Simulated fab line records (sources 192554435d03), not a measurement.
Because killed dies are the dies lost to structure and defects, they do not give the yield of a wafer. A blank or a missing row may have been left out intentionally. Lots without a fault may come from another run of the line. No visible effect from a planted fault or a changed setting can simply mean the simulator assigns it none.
Problem report in the 8D (eight disciplines) form, filled by code || flow n5Finfet || the parts of the form that need people (team, actions taken, sign-off) are left out

## 1. PROBLEM STATEMENT
killedAtContacts at N5_PASSIVATION_PROBE_49 reads a mean of 1086 on 2 wafers of 1 lot; wafers without a fault read 11 with a standard deviation of 5.6. That is +99 or more standard deviations from the usual mean.
First seen on wafer L405.2, day 16 07:28, on prober-01. The record holds 2 wafers of 1 lot with a number at this step. Rule for "out", or "out of limits": more than 4 standard deviations from the usual mean. Any other wafer with a number is counted as sound.

## 2. WHAT IT IS, WHAT IT ISN'T
{"question": "which readings at this step", "is": "killedAtContacts, killedDies, killedOnRim", "is not": "killed_at_M0_to_M3, killed_at_M4_up, killedAtFrontEnd, killedAtOther, killedOpen, killedShort"}
{"question": "which lots", "is": "L405", "is not": "-"}
{"question": "which wafers of those lots", "is": "all that have a number", "is not": "-"}
{"question": "read on which tools", "is": "prober-01", "is not": "-"}
{"question": "when", "is": "from day 16 07:28", "is not": "up to then (0 sound wafers)"}

## 3. SUSPECTS, AND WHAT RULES EACH OUT
Counting: a tool stays on the suspect list if, at a process step up to the reading, it processed all lots that are out and no sound lot following the first of them.
- aldSin-01 at N5_MOL_CONTACT_COAG_ALD_133 (deposits SiO2, target thk 5 nm, pulse time 1 s, co reactant pulse time 1 s): kept. It ran the lot that is out, L405 (day 7 18:34), and no sound lot after that.
- rieDiel-03 at N5_MOL_CONTACT_COAG_ETCH_67 (etches SOC in N2/H2, target depth 60 nm, overetch 21 nm, time 101.2 s): kept. It ran the lot that is out, L405 (day 7 18:47), and no sound lot after that.
- rieDiel-03 at N5_MOL_CONTACT_COAG_ETCH_124 (etches SiNx in CH3F/O2, stops on SiOC, target depth 6.5 nm): kept. It ran the lot that is out, L405 (day 7 18:56), and no sound lot after that.
- plasmaAsher-02 at N5_MOL_CONTACT_COAG_STRIP_49 (strips in N2/H2, time 30 s): kept. It ran the lot that is out, L405 (day 7 19:07), and no sound lot after that.
- prober-01 at N5_PASSIVATION_PROBE_49: kept. It ran the lot that is out, L405 (day 16 07:28), and no sound lot after that. Its own killedAtContacts, killedDies, killedOnRim readings are out on those wafers.
Left after counting: aldSin-01 at N5_MOL_CONTACT_COAG_ALD_133, rieDiel-03 at N5_MOL_CONTACT_COAG_ETCH_67, rieDiel-03 at N5_MOL_CONTACT_COAG_ETCH_124, plasmaAsher-02 at N5_MOL_CONTACT_COAG_STRIP_49, prober-01 at N5_PASSIVATION_PROBE_49.

## 4. THE CAUSE (what the simulator had put in)
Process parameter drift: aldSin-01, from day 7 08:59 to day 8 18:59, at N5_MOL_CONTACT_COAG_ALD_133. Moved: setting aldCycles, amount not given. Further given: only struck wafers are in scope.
5 suspects survive the count, and this tool is in that group.

## 5. THE CHAIN OF EFFECTS, in route order
Rows list readings where the struck wafers' mean (over those with a number) sits beyond 3 standard deviations from the usual. Only readings for which the record gives a usual standard deviation are gone through. hours: the time from each lot's start at the first step in this table that gives one to its start at this step, as a median over the lots. sigmas: the change in usual standard deviations.
{"hours": 0, "step": "N5_PASSIVATION_PROBE_49", "reading": "killedAtContacts", "usual": 11, "on struck wafers": 1086, "change": "+1074", "sigmas": "+99 or more"}
{"hours": 0, "step": "N5_PASSIVATION_PROBE_49", "reading": "killedDies", "usual": 105, "on struck wafers": 1180, "change": "+1074", "sigmas": "+63"}
{"hours": 0, "step": "N5_PASSIVATION_PROBE_49", "reading": "killedOnRim", "usual": 14, "on struck wafers": 152, "change": "+138", "sigmas": "+41"}
The process steps in it:
- N5_PASSIVATION_PROBE_49

## 6. HOW IT WOULD HAVE BEEN CAUGHT EARLIER
In this record the first reading out of limits was taken at day 16 07:28, 214 hours after the fault began at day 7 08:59.
An alarm limit of 4 standard deviations would not have fired on the tool readings at N5_MOL_CONTACT_COAG_ALD_133 for which the record gives a usual standard deviation, since none of them was out on any struck wafer.
The start of N5_MOL_CONTACT_COAG_ALD_133 on aldSin-01 came by day 16 07:28 for every one of the lots that are out (1). Had the tool been put on hold then, not one of them would have been saved.
